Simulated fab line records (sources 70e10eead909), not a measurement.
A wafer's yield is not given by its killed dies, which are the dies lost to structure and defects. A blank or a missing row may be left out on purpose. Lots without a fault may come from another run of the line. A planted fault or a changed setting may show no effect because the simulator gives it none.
Matching of chambers + flow nand_harc + NHARC_A_CONTACT_DEP_85 on pecvd-01 has 3 sister chambers
The step deposits SiON, target thk 60 nm. 3 wafers are shown with their chamber, then 8 later ones without.

## EACH WAFER AND ITS CHAMBER
| wafer  | chamber | heater_power_w (W) |
|--------|---------|--------------------|
| L081.2 | 2       | 912                |
| L081.5 | 0       | 761                |
| L084.4 | 1       | 799                |

## WAFERS WITHOUT THEIR CHAMBER
| wafer  | heater_power_w (W) |
|--------|--------------------|
| L084.5 | 826                |
| L084.6 | 827                |
| L097.3 | 813                |
| L097.4 | 827                |
| L097.6 | 744                |
| L094.1 | 852                |
| L094.2 | 875                |
| L094.4 | 923                |

## CHAMBER TAKEN BY EACH
| wafer  | from the rows above          | in truth                   |
|--------|------------------------------|----------------------------|
| L084.5 | can't be placed: 1 or 0 or 2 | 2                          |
| L084.6 | can't be placed: 1 or 0 or 2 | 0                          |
| L097.3 | can't be placed: 1 or 0      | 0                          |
| L097.4 | can't be placed: 1 or 0 or 2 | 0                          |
| L097.6 | can't be placed: 0 or 1      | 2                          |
| L094.1 | can't be placed: 1 or 2 or 0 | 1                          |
| L094.2 | can't be placed: 2 or 1      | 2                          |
| L094.4 | 2                            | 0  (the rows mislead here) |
Placed correctly: 0 of 8. From these rows, 7 cannot be placed; in 6 the true chamber is one of the candidates. Number placed wrongly: 1.
How it was worked out, from the rows above alone: a wafer's distance from a chamber is the root of the sum, over the readings, of the square of ((its reading less the chamber's mean) divided by the reading's scatter). If the next closest chamber is less than 2 further off than the closest, the wafer can't be placed; otherwise it belongs to the closest. Each chamber's mean is taken over the wafers shown for it. The scatter: root of mean squared gap, hidden wafer to nearest shown wafer, with one shown wafer a chamber.
